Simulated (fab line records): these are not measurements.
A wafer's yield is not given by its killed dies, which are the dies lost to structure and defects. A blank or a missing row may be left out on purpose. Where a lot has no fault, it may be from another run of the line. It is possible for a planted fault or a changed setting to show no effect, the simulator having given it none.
Which tool is to blame? ; flow n5Finfet ; Sampling: 11 lots, 32 wafers, 5 of 1938 route steps

WHAT THE GAUGES READ, wafer by wafer
The record lacks any reading of a measuring or inspecting step that a usual standard deviation could be used to judge.

EACH LOT AND THE TOOL THAT RAN IT (in order: tool; ch and the chambers of the sampled wafers; start)
lot;N5_BEOL_M7_SPUTTER_48;N5_MIM_BOT_ETCH_ETCH_04;N5_MIM_BOT_ETCH_ETCH_03;N5_PASSIVATION_DEGAS_18;N5_PASSIVATION_PROBE_49
L166;pvdSputter-01, day 9 05:34;rieDiel-04 ch 0,3, day 12 05:10;rieMetal-03 ch 0, day 12 05:15;pvdSputter-01, day 12 08:59;prober-02, day 12 14:50
L167;pvdSputter-01, day 9 14:44;rieDiel-03 ch 0,3, day 12 05:19;rieMetal-02 ch 0,1, day 12 05:26;pvdSputter-02, day 12 09:43;-
L168;pvdSputter-01, day 9 15:12;rieDiel-03 ch 0,1,3, day 12 08:25;rieMetal-02 ch 0, day 12 08:30;pvdSputter-02, day 12 11:04;-
L169;pvdSputter-01, day 10 11:20;rieDiel-04 ch 1,2,3, day 13 10:35;rieMetal-02 ch 1, day 13 10:42;pvdSputter-01, day 13 13:41;-
L173;pvdSputter-03, day 11 05:49;rieDiel-04 ch 0,2, day 13 23:26;rieMetal-02 ch 1, day 13 23:33;pvdSputter-01, day 14 02:22;-
L174;pvdSputter-03, day 11 21:47;rieDiel-04 ch 2,3, day 14 10:44;rieMetal-01 ch 0,1, day 14 10:50;pvdSputter-01, day 14 13:30;-
L175;pvdSputter-01, day 12 04:20;rieDiel-04 ch 0,2,3, day 14 23:36;rieMetal-01 ch 0, day 14 23:44;pvdSputter-03, day 15 02:27;-
L177;pvdSputter-03, day 12 05:05;rieDiel-03 ch 0,2,3, day 14 17:52;rieMetal-02 ch 0,1, day 14 17:57;pvdSputter-03, day 14 22:14;-
L183;pvdSputter-01, day 13 13:34;rieDiel-03 ch 0,1,2, day 16 06:04;rieMetal-03 ch 0,1, day 16 06:11;pvdSputter-02, day 16 09:27;prober-02, day 16 16:38
L182;pvdSputter-02, day 13 23:53;rieDiel-02 ch 0,1, day 16 07:56;rieMetal-01 ch 0,1, day 16 08:01;pvdSputter-02, day 16 09:59;-
L185;pvdSputter-01, day 14 05:30;rieDiel-02 ch 0,1, day 16 22:54;rieMetal-01 ch 0,1, day 16 23:01;pvdSputter-02, day 17 02:17;prober-02, day 17 08:04
- N5_BEOL_M7_SPUTTER_48: material Cu, target thk 10 nm, time 1.667 s.
- N5_MIM_BOT_ETCH_ETCH_04: etches SiNx in CF4/O2, target depth 26 nm, time 13 s.
- N5_MIM_BOT_ETCH_ETCH_03: etches the open film in Cl2/BCl3, target depth 12 nm.
- N5_PASSIVATION_DEGAS_18: time 60 s.
- N5_PASSIVATION_PROBE_49

WHAT THE TOOLS THEMSELVES READ (means of the sampled wafers that have a number; where no wafer has one, the mark that the record gives instead)
N5_BEOL_M7_SPUTTER_48. Usual: throttleValvePct 30.3 %, standard deviation 1.1.
lot;tool;throttleValvePct (%);flag
L166;pvdSputter-01;31.5;
L167;pvdSputter-01;31.4;
L168;pvdSputter-01;29.7;
L169;pvdSputter-01;29.9;
L173;pvdSputter-03;29.9;
L174;pvdSputter-03;30.0;
L175;pvdSputter-01;29.5;
L177;pvdSputter-03;29.8;
L183;pvdSputter-01;30.4;
L182;pvdSputter-02;31.4;
L185;pvdSputter-01;30.0;

N5_MIM_BOT_ETCH_ETCH_04. Usual: drypumpMotorCurrentA 5.6 A, standard deviation 0.51; mfcArSccm 100.01 sccm, standard deviation 0.29; oesProductAu 0.83 a.u., standard deviation 0.065; rfVppV 244 V, standard deviation 4.1; showerheadPlenumPTorr 2.17 Torr, standard deviation 0.065; throttleValvePct 15.88 %, standard deviation 0.22.
lot;tool;drypumpMotorCurrentA (A);mfcArSccm (sccm);oesProductAu (a.u.);rfVppV (V);showerheadPlenumPTorr (Torr);throttleValvePct (%);flag
L166;rieDiel-04;5.7;100.13;0.88;242;2.15;15.66;
L167;rieDiel-03;5.8;100.04;0.80;244;2.20;16.18;
L168;rieDiel-03;5.5;99.62;0.79;245;2.19;16.06;
L169;rieDiel-04;5.7;99.88;0.80;243;2.18;15.95;
L173;rieDiel-04;5.0;99.93;0.86;241;2.15;15.82;
L174;rieDiel-04;5.8;99.81;0.83;241;2.14;15.71;
L175;rieDiel-04;5.4;100.24;0.84;242;2.14;15.77;
L177;rieDiel-03;5.7;100.13;0.80;247;2.19;16.03;
L183;rieDiel-03;5.8;99.89;0.81;249;2.14;15.93;
L182;rieDiel-02;5.5;99.90;0.88;243;2.27;15.90;
L185;rieDiel-02;6.0;100.33;0.84;242;2.21;15.71;

N5_MIM_BOT_ETCH_ETCH_03. Usual: drypumpMotorCurrentA 5.8 A, standard deviation 0.42; oesProductAu 0.84 a.u., standard deviation 0.11; throttleValvePct 27.76 %, standard deviation 0.24.
lot;tool;drypumpMotorCurrentA (A);oesProductAu (a.u.);throttleValvePct (%);flag
L166;rieMetal-03;6.2;0.82;27.86;
L167;rieMetal-02;5.8;0.74;27.76;
L168;rieMetal-02;5.9;0.63;27.82;
L169;rieMetal-02;5.6;0.95;27.65;
L173;rieMetal-02;5.6;0.92;27.66;
L174;rieMetal-01;5.8;0.83;27.95;
L175;rieMetal-01;5.5;0.91;27.86;
L177;rieMetal-02;5.8;0.95;27.26;
L183;rieMetal-03;5.8;0.77;27.73;
L182;rieMetal-01;5.8;0.92;27.88;
L185;rieMetal-01;6.1;0.94;27.89;

N5_PASSIVATION_DEGAS_18. Usual: heaterPowerW 471 W, standard deviation 64.
lot;tool;heaterPowerW (W);flag
L166;pvdSputter-01;395;
L167;pvdSputter-02;465;
L168;pvdSputter-02;513;
L169;pvdSputter-01;419;
L173;pvdSputter-01;408;
L174;pvdSputter-01;399;
L175;pvdSputter-03;453;
L177;pvdSputter-03;488;
L183;pvdSputter-02;511;
L182;pvdSputter-02;473;
L185;pvdSputter-02;477;

N5_PASSIVATION_PROBE_49. Usual: defectLimitedYield 91.7 %, standard deviation 1.7; killed_at_M0_to_M3 34, standard deviation 10; killed_at_M4_up 13, standard deviation 5.1; killedAtContacts 12, standard deviation 6.2; killedAtFrontEnd 36, standard deviation 12; killedAtOther 3.2, standard deviation 2.6; killedDies 98, standard deviation 20; killedOnRim 13, standard deviation 4.5; killedOpen 65, standard deviation 13; killedShort 32, standard deviation 8.4; sort_bin_5_function 4.8 %, standard deviation 1.1; sort_bin_6_memory 3.2 %, standard deviation 0.74; sortNPass 1082, standard deviation 20; sortYieldPct 91.7 %, standard deviation 1.7.
lot;tool;defectLimitedYield (%);killed_at_M0_to_M3;killed_at_M4_up;killedAtContacts;killedAtFrontEnd;killedAtOther;killedDies;killedOnRim;killedOpen;killedShort;sort_bin_5_function (%);sort_bin_6_memory (%);sortNPass;sortYieldPct (%);flag
L166;prober-02;91.9;37;13;11;32;3.0;96;13;60;35;5.0;2.8;1084;91.9;
L183;prober-02;88.1;54;16;14;51;4.3;140;20;90;41;7.4;4.1;1040;88.1;
L185;prober-02;91.3;31;21;11;35;5.3;103;16;61;34;5.1;3.2;1077;91.3;

THE ANSWER, worked out from the rows above alone
Rule: a lot counts as off when the mean over its wafers that have a number is more than 3 standard deviations away from the usual mean. Also off: a lot with no number at a reading for which 4 or more lots have one. All remaining lots with rows at the step are treated as sound. The gauges are gone through in route order, then the tools' own readings, and for those a lot's mean is taken as printed above. At the first step where some lot is off, the reading lying furthest off is the one used; lots without a number count as furthest.
No lot is off on any of the readings shown, so nothing can be concluded from this.

WHAT HAD BEEN PUT IN BY THE SIMULATOR
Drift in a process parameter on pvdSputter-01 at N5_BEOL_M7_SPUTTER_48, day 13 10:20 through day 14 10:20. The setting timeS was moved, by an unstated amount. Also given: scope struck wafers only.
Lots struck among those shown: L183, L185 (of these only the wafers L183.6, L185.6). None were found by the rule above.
